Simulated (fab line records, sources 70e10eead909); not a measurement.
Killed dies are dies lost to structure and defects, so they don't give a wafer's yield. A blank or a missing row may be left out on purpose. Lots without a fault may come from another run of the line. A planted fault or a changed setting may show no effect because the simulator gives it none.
A struck lot beside a sound one | flow nand_harc | 21 steps out of a route of 1159
Sound: wafers L474.1, L474.2, L474.5. Struck: wafers L481.2, L481.3, L481.4. The cause comes at the end.
At each step with rows: each side's tool, then ch and its chambers, then its first start. Under that, the readings that differ: sound wafers | struck wafers | difference of the means | sigmas: that difference in standard deviations of wafers without a fault.
alike: readings whose means differ by less than 2 such deviations, and words and numbers that are the same on both sides. not compared: withheld readings, readings that some wafer has no value for, bounds like >300 that may hide the same value, and numbers for which the record gives no deviation and whose values overlap.
The two part at a step that has a row with sigmas, a row that says differs or no value, or rows on one side only. Numbers that don't overlap but have no deviation are shown without sigmas and don't part them. A reading that every wafer of one side lacks parts them only if that side has two wafers or more.

first, 2 steps without rows for these wafers: NHARC_P_BONDPAD_HARDBAKE_10 (time 65 s); NHARC_P_BONDPAD_DESCUM_11 (chemistry O2, time 3 s).
NHARC_P_BONDPAD_ETCH_37: etches the open film in N2/H2, target depth 60 nm, overetch 18 nm, time 65.91 s.
  sound on rie_diel-07 ch 0,2, day 8 08:08; struck on rie_diel-05 ch 0,1,3, day 9 13:04
  alike: drypump_motor_current_A, h2_flow_sccm, n2_flow_sccm, oes_product_au, rf_vpp_V, showerhead_plenum_p_Torr, throttle_valve_pct
  not compared: rf_hours_counter_h
then, 1 step without rows for these wafers: NHARC_P_BONDPAD_ETCH_12 (etches the open film in CHF3/O2, target depth 200 nm, time 100 s).
NHARC_P_BONDPAD_CD_MEAS_13:
  sound on cd_sem-01, day 8 08:22; struck on cd_sem-01, day 9 13:18
  alike: cd_nm
NHARC_P_BONDPAD_STRIP_15: strips in O2.
  sound on rie_diel-07 ch 2,3, day 8 08:26; struck on rie_diel-07 ch 0,1,3, day 9 13:23
  alike: drypump_motor_current_A, oes_product_au, rf_vpp_V, showerhead_plenum_p_Torr, throttle_valve_pct
  not compared: rf_hours_counter_h
NHARC_P_BONDPAD_ETCH_24: etches the open film in CF4/N2, target depth 30 nm, time 72.99 s.
  sound on rie_diel-07 ch 0,1; struck on rie_diel-07 ch 0,2,3
  alike: drypump_motor_current_A, n2_flow_sccm, oes_product_au, rf_vpp_V, showerhead_plenum_p_Torr, throttle_valve_pct
  not compared: rf_hours_counter_h
then, 1 step without rows for these wafers: NHARC_P_BONDPAD_STRIP_16 (strips in post etch residue remover, time 600 s).
NHARC_P_BONDPAD_DEGAS_25: time 60 s.
  sound on pvd_sputter-01, day 8 09:00; struck on pvd_sputter-03, day 9 13:56
  alike: heater_power_w
then, 3 steps without rows for these wafers: NHARC_P_BONDPAD_PRE_CLEAN_26 (time 30 s); NHARC_P_BONDPAD_PVD_17 (deposits TaN, target thk 5 nm, time 8.06 s); NHARC_P_BONDPAD_PVD_27 (deposits Cu, target thk 30 nm, time 20.49 s).
NHARC_P_BONDPAD_ECD_18: material Cu, target thk 400 nm.
  sound on ecd_cu-02 ch 0,1, day 8 09:22; struck on ecd_cu-01 ch 0,1, day 9 14:20
then, 3 steps without rows for these wafers: NHARC_P_BONDPAD_ANNEAL_28 (time 90 s); NHARC_P_BONDPAD_CMP_19 (polishes, t overpolish 30 s, cu recess touch 16 s, target thk 160.81 nm); NHARC_P_BONDPAD_SRD_21 (time 30 s, dry time 20 s).
NHARC_P_BONDPAD_INSPECT_23:
  sound on defect_inspect-01, day 8 10:37; struck on defect_inspect-02, day 9 15:34
  alike: raw_defect_count
NHARC_P_BONDPAD_ACTIVATE_29: chemistry N2, time 60 s.
  sound on rie_diel-07 ch 0,2, day 8 10:40; struck on rie_diel-07 ch 0,2,3, day 9 15:38
  alike: drypump_motor_current_A, n2_flow_sccm, oes_product_au, rf_vpp_V, showerhead_plenum_p_Torr
  not compared: rf_hours_counter_h
then, 2 steps without rows for these wafers: NHARC_P_BONDPAD_PRECLEAN_30 (cleans in DIW, time 300 s); NHARC_P_BONDPAD_SRD_31 (time 30 s, dry time 20 s).
-- the record jumps here: 13 days lie between the struck wafers' starts before and after (it left off in module P_BONDPAD and takes up again in module END, whose first step shown is number 1159 of the route) --
NHARC_END_SORT_01:
  sound on prober-02 ch 0, day 21 06:11; struck on prober-02 ch 0, day 22 14:26
  reading                  | sound          | struck         | difference | sigmas
  defect_limited_yield (%) | 96.9 96.9 96.8 | 0.6 1.2 0.7    | -96.0      | -74
  killed_at_periphery      | 3 4 2          | 643 638 648    | +640       | +99 or more
  killed_dies              | 21 21 22       | 673 669 672    | +650       | +72
  sort_bin_2_pct (%)       | 0.6 1.2 0.6    | 96.3 95.4 97.0 | +95.4      | +99 or more
  sort_n_pass              | 656 656 655    | 4 8 5          | -650       | -72
  sort_rim_yield_pct (%)   | 96 96 97       | 1 8 0          | -93        | -28
  sort_yield_pct (%)       | 96.9 96.9 96.8 | 0.6 1.2 0.7    | -96.0      | -74
  alike: killed_at_array, killed_at_other, killed_open, killed_short, sort_bin_3_pct, sort_bin_4_pct

WHERE THEY PART
Only at NHARC_END_SORT_01, within this record.

WHY: what the simulator had put in
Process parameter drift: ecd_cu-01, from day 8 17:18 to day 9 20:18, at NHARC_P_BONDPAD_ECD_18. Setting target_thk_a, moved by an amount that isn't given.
